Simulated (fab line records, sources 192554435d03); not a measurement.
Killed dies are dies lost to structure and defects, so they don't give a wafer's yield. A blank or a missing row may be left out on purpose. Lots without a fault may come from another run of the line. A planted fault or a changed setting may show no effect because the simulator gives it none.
Split-lot experiment | flow n5_finfet | 7 lots, 39 wafers read, on a route of 1938 steps

THE SPLIT
At N5_SD_EPI_N_LINER_46 (material SiNx, target thk 3 nm), the setting target_thk_a was moved away from the recipe's 30 angstrom on 12 of the 39 wafers read, by -11.2% to +12.9%. The other wafers ran this setting at the recipe's value.

The reading is taken at the split's own step.

THE READING
SiNx_of_SD_EPI_N_LINER_46.thk_nm (the simulator's own value, which no gauge read), in nm, at N5_SD_EPI_N_LINER_46 (material SiNx, target thk 3 nm). The file gives no usual value for it.

wafer  | tool, chamber at the split | target_thk_a as run, angstrom | against the recipe | SiNx_of_SD_EPI_N_LINER_46.thk_nm, nm | against lot-mates on the recipe
L074.1 | ald_sin-02, 3,1,0          | 30                            | recipe             | 3                                    | -
L074.2 | ald_sin-02, 3,1,0          | 30                            | recipe             | 3                                    | -
L074.6 | ald_sin-02, 3,1,0          | 30                            | recipe             | 3                                    | -
L074.3 | ald_sin-02, 2,0,3          | 33.71                         | +12.4%             | 3.4                                  | +0.4
L074.4 | ald_sin-02, 2,0,3          | 33.71                         | +12.4%             | 3.4                                  | +0.4
L074.5 | ald_sin-02, 2,0,3          | 33.71                         | +12.4%             | 3.4                                  | +0.4
L080.1 | ald_sin-04, 2,3,1          | 33.86                         | +12.9%             | 3.4                                  | +0.4
L080.3 | ald_sin-04, 2,3,1          | 33.86                         | +12.9%             | 3.4                                  | +0.4
L080.4 | ald_sin-04, 2,3,1          | 33.86                         | +12.9%             | 3.4                                  | +0.4
L080.2 | ald_sin-04, 0,3,2          | 30                            | recipe             | 3                                    | -
L080.5 | ald_sin-04, 0,3,2          | 30                            | recipe             | 3                                    | -
L080.6 | ald_sin-04, 0,3,2          | 30                            | recipe             | 3                                    | -
L081.1 | ald_sin-02, 1,0,2          | 32.48                         | +8.3%              | 3.2                                  | +0.2
L081.3 | ald_sin-02, 1,0,2          | 32.48                         | +8.3%              | 3.2                                  | +0.2
L081.4 | ald_sin-02, 1,0,2          | 32.48                         | +8.3%              | 3.2                                  | +0.2
L081.2 | ald_sin-02, 3,2,1          | 30                            | recipe             | 3                                    | -
L081.5 | ald_sin-02, 3,2,1          | 30                            | recipe             | 3                                    | -
L081.6 | ald_sin-02, 3,2,1          | 30                            | recipe             | 3                                    | -
L087.1 | ald_sin-03, 0,1,3,2,1,0    | 30                            | recipe             | 3                                    | -
L087.2 | ald_sin-03, 0,1,3,2,1,0    | 30                            | recipe             | 3                                    | -
L087.3 | ald_sin-03, 0,1,3,2,1,0    | 30                            | recipe             | 3                                    | -
L087.4 | ald_sin-03, 0,1,3,2,1,0    | 30                            | recipe             | 3                                    | -
L087.5 | ald_sin-03, 0,1,3,2,1,0    | 30                            | recipe             | 3                                    | -
L087.6 | ald_sin-03, 0,1,3,2,1,0    | 30                            | recipe             | 3                                    | -
L089.1 | ald_sin-03, 0,3,2,2,3,0    | 30                            | recipe             | 3                                    | -
L089.2 | ald_sin-03, 0,3,2,2,3,0    | 30                            | recipe             | 3                                    | -
L089.3 | ald_sin-03, 0,3,2,2,3,0    | 30                            | recipe             | 3                                    | -
L089.4 | ald_sin-03, 0,3,2,2,3,0    | 30                            | recipe             | 3                                    | -
L089.5 | ald_sin-03, 0,3,2,2,3,0    | 30                            | recipe             | 3                                    | -
L089.6 | ald_sin-03, 0,3,2,2,3,0    | 30                            | recipe             | 3                                    | -
L091.1 | ald_sin-02, 0,1,0          | 30                            | recipe             | 3                                    | -
L091.3 | ald_sin-02, 0,1,0          | 30                            | recipe             | 3                                    | -
L091.5 | ald_sin-02, 0,1,0          | 30                            | recipe             | 3                                    | -
L092.1 | ald_sin-04, 1,2,1          | 26.64                         | -11.2%             | 2.6                                  | -0.4
L092.2 | ald_sin-04, 1,2,1          | 26.64                         | -11.2%             | 2.6                                  | -0.4
L092.4 | ald_sin-04, 1,2,1          | 26.64                         | -11.2%             | 2.6                                  | -0.4
L092.3 | ald_sin-04, 0,2,0          | 30                            | recipe             | 3                                    | -
L092.5 | ald_sin-04, 0,2,0          | 30                            | recipe             | 3                                    | -
L092.6 | ald_sin-04, 0,2,0          | 30                            | recipe             | 3                                    | -
Where a row lists several chambers, the file gives one row for several wafers and doesn't say which wafer went through which chamber.

THE FIT
A straight line over all 39 wafers: SiNx_of_SD_EPI_N_LINER_46.thk_nm changes by +0.0321 nm for each +1% of target_thk_a; r = +0.99; the points scatter about the line by 0.02 nm.
The same after taking each lot's own level away (the mean of its wafers on the recipe; 39 wafers): +0.0321 nm for each +1%; r = +0.99; scatter 0.02 nm.
On that fit, the largest move of target_thk_a shifts the reading by 0.41 nm.
The lots' own levels span 3.00 to 3.00 nm.
So the lot-to-lot level changes the slope little: the two slopes agree.
Check: with one of the wafers moved furthest among these (+12.9%) left out of the fit, the line predicts +0.404 nm for it against its lot-mates. It came out at +0.4 nm against them.

OTHER SPLITS ON THESE WAFERS
These wafers also went through other splits before the reading. Each is held against what the fit with the lots' levels taken away leaves over:
other split on the same wafers       | wafers away from the commonest value | r with SiNx_of_SD_EPI_N_LINER_46.thk_nm (lot level and that fit taken away)
N5_DUMMY_GATE_ETCH_37 source_w       | 9                                    | +0.34
N5_DUMMY_GATE_ETCH_31 target_depth_a | 15                                   | -0.49

THE FILE'S OWN FIT
SiNx_of_SD_EPI_N_LINER_46.thk_nm changes by +0.0317 nm for each +1% of target_thk_a, r = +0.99.
